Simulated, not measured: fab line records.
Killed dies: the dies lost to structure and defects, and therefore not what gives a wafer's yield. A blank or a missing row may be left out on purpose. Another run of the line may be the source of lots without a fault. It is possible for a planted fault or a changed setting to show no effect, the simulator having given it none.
Chamber matching    flow nand harc    4 sister chambers for NHARC_A_BLC_ALD_23 on ald metal-02
The step deposits TiN, target thk 3 nm, pulse time 1 s, ald cycles 150. 14 wafers are shown with their chamber, then 7 later ones without.

EACH WAFER AND ITS CHAMBER
wafer   chamber  heater power w (W)  precursor pulse height rel
L076.1  1        940                 1.011
L076.2  3        921                 1.005
L076.6  0        1186                1.000
L074.1  3        934                 1.012
L074.2  1        927                 0.995
L074.5  2        1166                1.016
L081.1  2        1138                1.015
L081.2  1        898                 1.013
L081.6  0        1138                0.970
L085.1  3        925                 0.976
L085.2  0        1134                0.994
L085.3  1        933                 1.034
L088.1  2        1119                0.962
L088.2  0        1171                0.984

SIGNATURES, as means of the wafers listed above
reading                     chamber 0  chamber 1  chamber 2  chamber 3  scatter within a chamber
heater power w              1157.25    924.50     1141.00    926.67     20.4
precursor pulse height rel  0.98700    1.01325    0.99767    0.99767    0.0198
Rule: a wafer's distance from a chamber is the root of the sum, over the readings, of the square of ((its reading less the chamber's mean) divided by the reading's scatter). The wafer belongs to the nearest chamber; if the next one is less than 2 further off, it can't be placed. How the scatter is found: for the shown wafers, subtract from each reading the mean of its chamber, square and add these, divide the total by (wafers less chambers), then take the root.

WAFERS MISSING THEIR CHAMBER
wafer   heater power w (W)  precursor pulse height rel
L088.5  922                 1.002
L094.1  910                 1.011
L094.2  1162                0.995
L094.6  1125                0.990
L096.2  941                 1.012
L096.3  1148                1.012
L096.6  1183                0.981

THE CHAMBER EACH PASSED THROUGH
wafer   from the rows above      in truth
L088.5  can't be placed: 3 or 1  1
L094.1  can't be placed: 1 or 3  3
L094.2  can't be placed: 0 or 2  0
L094.6  can't be placed: 2 or 0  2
L096.2  can't be placed: 1 or 3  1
L096.3  can't be placed: 2 or 0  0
L096.6  can't be placed: 0 or 2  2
Correct placement for 0 of the 7. From these rows, 7 cannot be placed; in 7 the true chamber is one of the candidates. Placed wrongly: 0.
